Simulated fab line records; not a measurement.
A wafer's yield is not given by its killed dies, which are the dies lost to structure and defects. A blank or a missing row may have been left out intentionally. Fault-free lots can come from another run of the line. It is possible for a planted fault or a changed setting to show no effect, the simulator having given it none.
fab line records	flow n5-finfet
record lots=12	wafers=33	last-day=18
route steps=1938 shown FIN_SAQP@95 PASSIVATION@1936
lots untouched by any fault: they come from a run of this same line in which no faults occurred
start-h: start of the lot's first displayed wafer, in hours after the record's first day	wait-h: hours from the lot's prior step to this one	" unchanged from the row above	L1.1+2: a single row standing in for several wafers	- value missing, or start not given	* or withheld: withheld	< > ~ a bound
route shown NAME@n: names a module that has steps shown in the file, with the first one's number in the route	usual: the fault-free wafers' mean and standard deviation	same: alike in all rows	chamber/n: place in a boat	sites: the reading at each site	_std_site: standard deviation of those values	_edge_site: the outer-site mean with the inner-site mean subtracted	radius-mm: for every site, how far away it sits from the centre of the wafer	mask NAME#n: copy n	behind: tool/chamber where the wafer was last shaped	hold: the reason the lot was held/the length of the hold in hours/how it ended	device: whichever transistor did not switch (one of n, p or np)	end of line: tests of these same wafers at the route's end	step lacking rows: just its recipe	killed: count of dies lost to structure and defects at first sort (not the wafer's yield)	map: a wafer's dies, x killed, . not, _ none there
set.NAME: the run value of the setting; set.NAME@STEP: its run value at that earlier step	model.NAME: the simulator's own value behind a step, which no gauge read
route steps across a sampled set of lots; one table per step, one row per wafer
services: when a tool's chamber went out of use (start-h, in hours from the record's first day, below 0 if earlier), for how many hours, and the reason
## steps
# step N5_FIN_SAQP_DENSIFY_62
# recipe temp-c=700	time-s=60	ambient=N2	idle-temp-c=600	ramp-up-c-per-s=150	ramp-down-c-per-s=60	cool-to-c=600
# usual lamp-power-pct=9.84/0.057	wafer_temp_C_max=703.3/0.63
lot.wafer	tool	chamber	start-h	wait-h	lamp-power-pct	wafer_temp_C_max
L789.3	rtp-anneal-02	0	21.34	0.2	9.80	704.5
L789.4	"	0	"	"	9.94	703.3
L789.5	"	0	"	"	9.86	704.2
L790.3	rtp-anneal-01	0	26.84	0.3	9.84	702.5
L790.4	"	0	"	"	9.82	703.3
L790.6	"	0	"	"	9.79	703.9
L791.1	rtp-anneal-02	0	32.98	0.1	9.90	703.6
L791.2	"	0	"	"	9.85	703.4
L791.5	"	0	"	"	9.88	703.0
L794.1	rtp-anneal-01	0	51.34	0.1	9.87	703.0
L794.3	"	0	"	"	9.82	704.4
L794.5	"	0	"	"	9.85	703.6
L795.1	rtp-anneal-02	0	57.08	0.1	9.82	703.2
L795.4	"	0	"	"	9.89	702.6
L795.5	"	0	"	"	9.87	704.1
L805.1	rtp-anneal-01	0	117.95	0.2	9.83	703.4
L805.2	"	0	"	"	9.88	702.9
L805.6	"	0	"	"	9.88	703.1
L806.1	rtp-anneal-02	0	123.96	0.4	9.86	703.0
L806.5	"	0	"	"	9.82	702.9
L808.2	rtp-anneal-02	0	135.80	0.1	9.79	703.0
L808.6	"	0	"	"	9.88	703.2
L809.2	rtp-anneal-02	0	141.87	0.1	9.95	703.1
L809.4	"	0	"	"	9.79	704.1
L810.4	rtp-anneal-02	0	147.38	0.4	9.81	705.1
L810.5	"	0	"	"	9.86	703.0
L810.6	"	0	"	"	9.84	703.7
L811.1	rtp-anneal-02	0	155.57	0.1	9.79	703.6
L811.3	"	0	"	"	9.85	703.1
L811.5	"	0	"	"	9.79	703.8
L812.2	rtp-anneal-02	0	159.02	0.1	9.83	702.7
L812.3	"	0	"	"	9.70	703.5
L812.6	"	0	"	"	9.88	702.9
# step N5_FIN_SAQP_THK_MEAS_05
# usual thk-nm=37.8/0.49
lot.wafer	tool	chamber	start-h	wait-h	thk-nm
L789.3	film-metro-01	-	21.61	0.1	38.2
L789.4	"	-	"	"	37.8
L789.5	"	-	"	"	37.5
L790.3	film-metro-02	-	27.09	0.1	37.4
L790.4	"	-	"	"	37.8
L790.6	"	-	"	"	37.9
L791.1	film-metro-02	-	33.32	0.1	37.3
L791.2	"	-	"	"	37.7
L791.5	"	-	"	"	38.4
L794.1	film-metro-02	-	51.66	0.1	37.7
L794.3	"	-	"	"	37.7
L794.5	"	-	"	"	37.9
L795.1	film-metro-01	-	57.38	0.1	37.6
L795.4	"	-	"	"	38.5
L795.5	"	-	"	"	38.2
L805.1	film-metro-02	-	118.25	0.1	37.1
L805.2	"	-	"	"	37.2
L805.6	"	-	"	"	38.1
L806.1	film-metro-02	-	124.28	0.1	37.9
L806.5	"	-	"	"	38.3
L808.2	film-metro-01	-	136.07	0.1	37.6
L808.6	"	-	"	"	38.6
L809.2	film-metro-01	-	142.14	0.1	37.2
L809.4	"	-	"	"	38.3
L810.4	film-metro-01	-	147.61	0.0	37.7
L810.5	"	-	"	"	37.9
L810.6	"	-	"	"	38.3
L811.1	film-metro-01	-	155.87	0.1	37.1
L811.3	"	-	"	"	37.5
L811.5	"	-	"	"	38.1
L812.2	film-metro-02	-	159.29	0.1	36.3
L812.3	"	-	"	"	36.8
L812.6	"	-	"	"	37.2
# step N5_FIN_SAQP_PECVD_47
# recipe material=a-Si	target-thk-a=450	temp-c=400	precursor=SiH4/He	pressure-torr=3	rf-w=100	time-s=36.3
# usual heater-power-w=835/99	run-length-s=72.5/0.78	showerhead-plenum-p-Torr=5.67/0.047	throttle-valve-pct=17.9/0.66
lot.wafer	tool	chamber	start-h	wait-h	heater-power-w	run-length-s	showerhead-plenum-p-Torr	throttle-valve-pct
L789.3	pecvd-02	1	21.66	0.1	903	71.4	5.64	18.5
L789.4	"	0	"	"	716	72.4	5.69	17.8
L789.5	"	0	"	"	698	72.1	5.69	18.2
L790.3	pecvd-02	1	27.13	0.0	833	72.0	5.64	18.2
L790.4	"	1	"	"	859	71.7	5.63	18.5
L790.6	"	2	"	"	789	74.0	5.70	17.1
L791.1	pecvd-04	1	33.36	0.0	857	73.3	5.56	17.1
L791.2	"	0	"	"	985	73.3	5.73	18.0
L791.5	"	1	"	"	852	73.7	5.58	17.7
L794.1	pecvd-03	0	51.70	0.0	831	57.5	5.62	18.0
L794.3	"	1	"	"	864	58.5	5.65	18.9
L794.5	"	1	"	"	858	72.4	5.66	18.9
L795.1	pecvd-03	2	57.41	0.0	688	57.7	5.72	17.2
L795.4	"	2	"	"	688	71.6	5.73	17.1
L795.5	"	0	"	"	796	71.5	5.61	17.5
L805.1	pecvd-03	0	118.29	0.0	810	71.7	5.61	17.6
L805.2	"	2	"	"	756	71.8	5.72	17.2
L805.6	"	0	"	"	827	72.2	5.62	17.8
L806.1	pecvd-03	0	124.32	0.0	788	71.6	5.62	17.8
L806.5	"	0	"	"	824	71.9	5.62	17.8
L808.2	pecvd-03	0	136.11	0.0	784	72.2	5.61	17.8
L808.6	"	2	"	"	715	71.9	5.71	17.0
L809.2	pecvd-03	0	142.18	0.0	794	71.6	5.62	17.8
L809.4	"	0	"	"	770	72.1	5.61	17.8
L810.4	pecvd-02	1	147.67	0.1	943	71.5	5.65	18.5
L810.5	"	2	"	"	702	73.4	5.72	17.4
L810.6	"	0	"	"	820	72.8	5.69	18.0
L811.1	pecvd-04	1	155.91	0.0	894	74.3	5.59	17.6
L811.3	"	0	"	"	1151	72.7	5.74	18.3
L811.5	"	1	"	"	919	73.4	5.58	17.5
L812.2	pecvd-04	2	159.32	0.0	864	72.3	5.69	17.2
L812.3	"	1	"	"	917	74.0	5.59	17.4
L812.6	"	1	"	"	943	73.7	5.58	17.3
# step N5_FIN_SAQP_CD_MEAS_16
# recipe target-cd-nm=35.6	landing-energy-ev=500	detector=se-inlens
# usual cd-nm=35.8/0.33
lot.wafer	tool	chamber	start-h	wait-h	cd-nm
L789.3	cd-sem-01	0	22.40	-	35.5
L789.4	"	0	"	"	36.0
L789.5	"	0	"	"	35.6
L790.3	cd-sem-02	0	27.79	-	35.1
L790.4	"	0	"	"	35.7
L790.6	"	0	"	"	35.7
L791.1	cd-sem-01	0	34.12	-	35.8
L791.2	"	0	"	"	35.3
L791.5	"	0	"	"	35.3
L794.1	cd-sem-03	0	52.23	-	35.8
L794.3	"	0	"	"	35.5
L794.5	"	0	"	"	36.0
L795.1	cd-sem-03	0	57.94	-	35.5
L795.4	"	0	"	"	36.0
L795.5	"	0	"	"	35.7
L805.1	cd-sem-03	0	118.96	-	35.2
L805.2	"	0	"	"	35.7
L805.6	"	0	"	"	35.0
L806.1	cd-sem-03	0	124.93	-	35.4
L806.5	"	0	"	"	35.8
L808.2	cd-sem-03	0	136.64	-	35.9
L808.6	"	0	"	"	35.5
L809.2	cd-sem-01	0	142.84	-	36.0
L809.4	"	0	"	"	36.1
L810.4	cd-sem-02	0	148.18	-	35.6
L810.5	"	0	"	"	35.6
L810.6	"	0	"	"	35.7
L811.1	cd-sem-03	0	156.56	-	35.8
L811.3	"	0	"	"	35.9
L811.5	"	0	"	"	36.3
L812.2	cd-sem-03	0	159.86	-	36.1
L812.3	"	0	"	"	36.1
L812.6	"	0	"	"	36.3
# step N5_FIN_SAQP_MANDREL_ETCH_58
# recipe chemistry=HBr/Cl2	target=a-Si	target-depth-a=450	bt-time-s=10	stop-on=SiNx	mask-material=SiO2	over-etch-frac=0.8	time-s=27	pressure-mtorr=10	icp-w=800	bias-w=75	HBr_flow_sccm=150	Cl2_flow_sccm=80	ends=end-point
# usual drypump-motor-current-A=5.6/0.45	oes-product-au=0.697/0.014	throttle-valve-pct=35.8/0.39
lot.wafer	tool	chamber	start-h	wait-h	drypump-motor-current-A	oes-product-au	rf-hours-counter-h	throttle-valve-pct
L789.3	rie-si-05	1	25.20	0.0	5.8	0.699	95	35.7
L789.4	"	2	"	"	6.6	0.691	27	36.1
L789.5	"	3	"	"	5.4	0.669	-	36.4
L790.3	rie-si-04	2	30.62	0.0	5.0	0.715	141	36.0
L790.4	"	1	"	"	5.3	0.711	53	35.5
L790.6	"	0	"	"	5.0	0.692	-	35.4
L791.1	rie-si-05	0	37.84	0.0	6.0	0.696	61	35.2
L791.2	"	1	"	"	5.8	0.697	95	35.7
L791.5	"	1	"	"	5.8	0.700	-	35.7
L794.1	rie-si-03	3	54.64	0.0	5.8	0.560	129	36.3
L794.3	"	2	"	"	5.5	0.538	106	36.3
L794.5	"	1	"	"	5.8	0.705	-	36.2
L795.1	rie-si-05	1	60.45	0.0	5.8	0.549	95	36.0
L795.4	"	0	"	"	6.0	0.708	62	35.2
L795.5	"	3	"	"	5.4	0.676	-	36.4
L805.1	rie-si-03	1	121.26	0.0	5.8	0.698	105	36.2
L805.2	"	0	"	"	5.7	0.658	112	35.3
L805.6	"	1	"	"	5.8	0.706	-	36.2
L806.1	rie-si-03	1	127.22	0.0	5.8	0.707	105	36.2
L806.5	"	0	"	"	5.7	0.677	-	35.3
L808.2	rie-si-03	1	138.93	0.0	5.8	0.705	105	36.1
L808.6	"	3	"	"	5.8	0.700	-	36.0
L809.2	rie-si-04	3	145.81	0.0	5.2	0.722	154	35.5
L809.4	"	1	"	"	5.2	0.724	55	35.5
L810.4	rie-si-05	3	151.59	0.0	5.4	0.672	44	36.4
L810.5	"	0	"	"	6.0	0.709	-	35.2
L810.6	"	3	"	"	5.4	0.670	-	36.4
L811.1	rie-si-04	3	159.23	0.0	5.2	0.706	154	35.5
L811.3	"	2	"	"	5.0	0.711	144	36.0
L811.5	"	3	"	"	5.2	0.707	-	35.5
L812.2	rie-si-03	1	162.81	0.0	5.8	0.702	106	36.2
L812.3	"	3	"	"	5.8	0.695	131	36.0
L812.6	"	1	"	"	5.8	0.708	-	36.2
# step N5_PASSIVATION_PROBE_49
# usual killed_at_M0_to_M3=35/11	killed_at_M4_up=14/5.4	killed-at-contacts=13/6	killed-at-front-end=38/11	killed-at-other=3.4/2.6	killed-dies=104/19	killed-open=68/13	killed-short=34/8.5
# same gross-dies=1180	killed-at-back-side=0
lot.wafer	tool	chamber	start-h	wait-h	killed_at_M0_to_M3	killed_at_M4_up	killed-at-contacts	killed-at-front-end	killed-at-other	killed-dies	killed-open	killed-short
L794.5	prober-01	-	321.55	0.2	37	21	7	46	4	115	80	31
L795.1	prober-02	-	346.39	0.0	40	10	3	38	7	98	47	38
# killed by level:class
L794.5 STI_FIN_REVEAL:geometric-particle:open=12 BEOL_M4:geometric-particle:open=10 BEOL_M1:geometric-particle:open=9 MOL_CONTACT_COAG:geometric-particle:open=7 BEOL_M3:geometric-particle:open=6 FIN_SAQP:geometric-particle:open=5 BEOL_M0_SAQP:geometric-particle:open=5 BEOL_M2:geometric-particle:open=5
L795.1 BEOL_M3:geometric-particle:short=12 HKMG_FIN:area-etch=12 FIN_SAQP:geometric-particle:short=10 BEOL_M2:geometric-particle:open=8 BEOL_M4:geometric-particle:open=6 BEOL_M3:geometric-particle:open=5 BEOL_M0_SAQP:geometric-particle:open=4 BEOL_M0_SAQP:geometric-particle:short=4
## services
tool	chamber	start-h	hours	kind
pecvd-02	2	13.14	5.9	repair
pecvd-02	2	19.49	5.5	scheduled-down
pecvd-04	2	21.12	-	clean
pecvd-04	2	21.12	-	consumable-replace:showerhead
pecvd-04	2	21.12	29.0	scheduled-down
pecvd-04	2	21.12	29.0	vent-cycle
rie-si-05	-	24.68	0.4	repair
pecvd-02	1	30.18	5.5	scheduled-down
rie-si-03	1	36.44	6.0	repair
pecvd-02	0	49.49	2.1	scheduled-down
rtp-anneal-02	-	57.36	56.7	pm
rie-si-03	-	67.54	0.3	repair
pecvd-03	0	80.54	13.8	repair
pecvd-02	1	90.38	2.1	scheduled-down
rie-si-05	2	91.24	4.4	repair
pecvd-03	1	94.01	14.0	repair
pecvd-03	0	96.23	7.6	repair
rtp-anneal-01	-	114.21	3.2	pm
pecvd-02	1	114.80	17.8	repair
pecvd-03	2	121.21	5.5	scheduled-down
pecvd-03	-	143.45	0.3	repair
pecvd-03	-	154.35	1.2	repair
## key
first-sign step=N5_FIN_SAQP_PECVD_47	reading=run-length-s	direction=down	sigmas=19	usual=*	struck=*
effect step=N5_FIN_SAQP_MANDREL_ETCH_58	reading=oes-product-au	direction=down	sigmas=10	usual=0.697	struck=0.549
met-at N5_FIN_SAQP_PECVD_47
struck-lots L794,L795
struck-wafers L794.1,L794.3,L795.1
tester-left-out L794,L795
baseline-loss step=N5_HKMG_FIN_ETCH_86	wafers=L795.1
not-acting-at N5_FIN_SAQP_DENSIFY_62,N5_FIN_SAQP_THK_MEAS_05,N5_FIN_SAQP_CD_MEAS_16
fault kind=process-parameter-drift	tool=pecvd-03	chamber=-	onset-h=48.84	steps=N5_FIN_SAQP_PECVD_47	channel=time-s	offset=*	shape=step	end-h=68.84	scope=struck-wafers-only	acts-in=*	stated=*
# tester-left-out: of these lots the tester's yield and bins aren't shown, on N5 and GAA mostly nor the transistor test; their killed dies are dies lost to structure and defects alone, not to doping, threshold or leakage, so they don't give the yield
# baseline-loss: these wafers lose ten dies or more at that step, a loss of the line's own and not of a fault; the sort's usual values leave them out
